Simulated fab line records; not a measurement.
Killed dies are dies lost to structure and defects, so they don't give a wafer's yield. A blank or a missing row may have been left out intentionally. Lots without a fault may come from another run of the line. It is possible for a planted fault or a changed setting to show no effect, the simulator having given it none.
The tool behind it: which one? -- flow nand harc -- 6 lots, 18 wafers sampled, at 4 steps of a route of 1302

WHAT THE GAUGES READ, wafer by wafer
NHARC_A_BONDPAD_CD_MEAS_09: the cd target is 500 nm.
lot,measured,on,cd nm (nm)
L553,day 24 05:50,cd sem-03,495.8 496.1 498.8
L555,day 25 10:36,cd sem-03,499.2 503.0 505.0
L558,day 28 02:35,cd sem-03,516.3 516.2 512.9
L563,day 28 19:41,cd sem-03,510.6 514.9 510.5
L566,day 30 16:05,cd sem-01,500.8 503.4 506.8
L570,day 31 14:38,cd sem-02,498.1 505.3 497.0

EACH LOT AND THE TOOL THAT RAN IT (in order: tool; ch and the chambers of the sampled wafers; start)
lot,NHARC_A_BONDPAD_DEP_00,NHARC_A_BONDPAD_CMP_29,NHARC_A_BONDPAD_EXPOSE_06
L553,"pecvd-02 ch 0,1, day 24 04:37","cmp-04 ch 0,1,2, day 24 05:04","krf scanner-03 ch 0, day 24 05:40"
L555,"pecvd-01 ch 0,1, day 25 09:23","cmp-04 ch 0,3, day 25 09:47","krf scanner-04 ch 0, day 25 10:26"
L558,"pecvd-01 ch 0,1, day 28 01:55 or earlier","cmp-02 ch 0,1,3, day 28 01:55","krf scanner-02 ch 0, day 28 02:26"
L563,"pecvd-03 ch 0,1,2, day 28 18:59 or earlier","cmp-02 ch 2,3, day 28 18:59","krf scanner-02 ch 0, day 28 19:32"
L566,"pecvd-01 ch 0,1, day 30 15:02","cmp-04 ch 1,3, day 30 15:24","krf scanner-04 ch 0, day 30 15:56"
L570,"pecvd-02 ch 0,2, day 31 13:24","cmp-03 ch 2,3, day 31 13:49","krf scanner-04 ch 0, day 31 14:29"
- NHARC_A_BONDPAD_DEP_00: deposits SiCN, target thk 250 nm.
- NHARC_A_BONDPAD_CMP_29: polishes SiCN, target thk 200 nm.
- NHARC_A_BONDPAD_EXPOSE_06: exposes mask A BPAD.

THE ANSWER, worked out from the rows above alone
Rule: what is usual is taken from the lots themselves. The widest of any qualifying gaps counts: lots, ordered by their means at a reading, are off when they make up no more than a third of the lots, leave a main group of 4 or more, and stand apart from it by 3 or more times the standard deviation of that group's means. A main group whose means are all the same, to the digits that the tables above print for the reading, isn't used. A lot without any number at a reading at which 4 lots or more have one is off too. Any other lot the step has rows for is counted as sound.
Off: L558, L563, at NHARC_A_BONDPAD_CD_MEAS_09 (cd nm). Main group: mean 500.8 nm, sd 2.6.
If a tool, at a process step before that reading, ran all the lots that are off and no sound lot after the first of them, it fits. Gauges at NHARC_A_BONDPAD_CD_MEAS_09: tried the same way as those tools. NHARC_A_BONDPAD_DEP_00: start missing for some lots; hours and lot order therefore follow NHARC_A_BONDPAD_CMP_29. Can't be told from this: 3 tools fit, cmp-02 at NHARC_A_BONDPAD_CMP_29, krf scanner-02 at NHARC_A_BONDPAD_EXPOSE_06, cd sem-03 at NHARC_A_BONDPAD_CD_MEAS_09.

WHAT THE SIMULATOR PUT IN
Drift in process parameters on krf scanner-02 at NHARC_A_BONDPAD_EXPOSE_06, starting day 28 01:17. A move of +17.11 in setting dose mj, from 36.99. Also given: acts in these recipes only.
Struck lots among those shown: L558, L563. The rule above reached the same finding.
